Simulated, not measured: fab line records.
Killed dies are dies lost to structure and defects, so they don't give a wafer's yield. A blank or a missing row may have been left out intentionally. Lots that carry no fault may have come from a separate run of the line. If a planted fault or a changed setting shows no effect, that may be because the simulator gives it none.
Matching of chambers | flow n5 finfet | 4 sister chambers for N5_BEOL_M5_DESCUM_33 on rie diel-05
The step chemistry O2, time 7 s. 4 wafers are shown with their chamber, then 7 later ones without.

== WAFERS, EACH WITH ITS CHAMBER ==
wafer  | chamber | drypump motor current A (A)
L589.2 | 0       | 6.1
L589.5 | 3       | 5.2
L590.1 | 2       | 5.1
L590.3 | 1       | 5.8

== WAFERS MISSING THEIR CHAMBER ==
wafer  | drypump motor current A (A)
L590.5 | 6.0
L596.2 | 5.8
L596.3 | 6.0
L596.5 | 5.2
L597.2 | 5.2
L597.4 | 5.9
L597.5 | 6.0

== WHICH CHAMBER EACH WENT THROUGH ==
wafer  | from the rows above     | in truth
L590.5 | can't be placed: 0 or 1 | 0
L596.2 | 1                       | 1
L596.3 | can't be placed: 0 or 1 | 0
L596.5 | can't be placed: 3 or 2 | 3
L597.2 | can't be placed: 3 or 2 | 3
L597.4 | can't be placed: 1 or 0 | 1
L597.5 | can't be placed: 0 or 1 | 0
Correctly placed: 1 of 7. Unplaceable from these rows: 6, with the true chamber sitting among the candidates in 6. Placed wrongly: 0.
How it was worked out, from the rows above alone: a wafer's distance from a chamber is the root of the sum, over the readings, of the square of ((its reading less the chamber's mean) divided by the reading's scatter). The wafer belongs to the nearest chamber; if the next one is less than 2 further off, it can't be placed. The mean given for a chamber averages the wafers shown for that chamber. The scatter (one wafer shown for each chamber): square how far every hidden wafer sits from the nearest shown wafer, average those squares and take the square root.
